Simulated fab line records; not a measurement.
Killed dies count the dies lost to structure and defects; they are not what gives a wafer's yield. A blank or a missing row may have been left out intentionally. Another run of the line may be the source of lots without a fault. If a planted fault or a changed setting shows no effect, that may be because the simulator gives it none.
Matching of chambers ; flow nand-harc ; NHARC_A_CHANNEL_FILL_D1_STRIP_28 on rie-diel-02 has 4 sister chambers
The step strips in O2, time 20 s. 4 wafers are shown with their chamber, then 11 later ones without.

== WAFERS, EACH WITH ITS CHAMBER ==
wafer;chamber;drypump-motor-current-A (A)
L088.4;1;5.7
L085.1;3;6.3
L085.6;0;6.8
L090.2;2;6.1

== WAFERS WHOSE CHAMBER IS MISSING ==
wafer;drypump-motor-current-A (A)
L090.4;5.7
L090.5;6.4
L093.1;6.8
L093.3;6.1
L093.4;6.4
L094.1;6.4
L094.2;6.8
L094.5;6.8
L095.2;5.7
L095.4;6.1
L095.6;6.4

== THE CHAMBER EACH PASSED THROUGH ==
wafer;from the rows above;in truth
L090.4;1;1
L090.5;3;3
L093.1;0;0
L093.3;2;2
L093.4;3;3
L094.1;3;3
L094.2;0;0
L094.5;0;0
L095.2;1;1
L095.4;2;2
L095.6;3;3
11 of 11 placed correctly. From these rows, 0 cannot be placed. Wrongly placed: 0.
How it was worked out, from the rows above alone: a wafer's distance from a chamber is the root of the sum, over the readings, of the square of ((its reading less the chamber's mean) divided by the reading's scatter). If the next closest chamber is less than 2 further off than the closest, the wafer can't be placed; otherwise it belongs to the closest. Each chamber's mean is taken over the wafers shown for it. The scatter (one wafer shown for each chamber): square how far every hidden wafer sits from the nearest shown wafer, average those squares and take the square root.
